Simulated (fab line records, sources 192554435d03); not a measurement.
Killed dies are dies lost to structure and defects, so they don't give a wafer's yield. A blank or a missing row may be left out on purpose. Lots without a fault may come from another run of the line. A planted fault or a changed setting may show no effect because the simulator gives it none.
Chamber matching | flow n5_finfet | N5_BEOL_M2_CMP_52 on cmp-01: 4 sister chambers
The step polishes, stops on SiOC, t overpolish 6.8 s, target thk 40 nm. 7 wafers are shown with their chamber, then 6 later ones without.

WAFERS WITH THEIR CHAMBER
wafer  | chamber | motor_current_A (A) | time_to_endpoint_s (s)
L075.2 | 3       | 4.9                 | 66.9
L080.1 | 2       | 5.4                 | 60.6
L082.2 | 1       | 6.2                 | 65.1
L082.3 | 0       | 4.9                 | 63.6
L086.2 | 0       | 5.0                 | 61.4
L086.3 | 2       | 5.8                 | 60.0
L086.4 | 1       | 6.2                 | 63.0

WAFERS WITHOUT THEIR CHAMBER
wafer  | motor_current_A (A) | time_to_endpoint_s (s)
L088.1 | 5.0                 | 60.6
L088.2 | 4.7                 | 64.2
L088.4 | 5.4                 | 64.0
L092.1 | 5.5                 | 57.5
L092.2 | 5.0                 | 61.7
L095.4 | 5.3                 | 62.3

WHICH CHAMBER EACH WENT THROUGH
wafer  | from the rows above               | in truth
L088.1 | 0                                 | 0
L088.2 | can't be placed: 0 or 3           | 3
L088.4 | can't be placed: 0 or 2 or 3 or 1 | 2
L092.1 | 2                                 | 2
L092.2 | 0                                 | 0
L095.4 | can't be placed: 0 or 2           | 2
Placed correctly: 3 of 6. Can't be placed from these rows: 3 (the true chamber is among the candidates in 3). Placed wrongly: 0.
How it was worked out, from the rows above alone: a wafer's distance from a chamber is the root of the sum, over the readings, of the square of ((its reading less the chamber's mean) divided by the reading's scatter). The wafer belongs to the nearest chamber; if the next one is less than 2 further off, it can't be placed. A chamber's mean is the mean of its shown wafers. The scatter: the root of (the sum of the squares of (reading less its chamber's mean) over the shown wafers, divided by (wafers less chambers)).
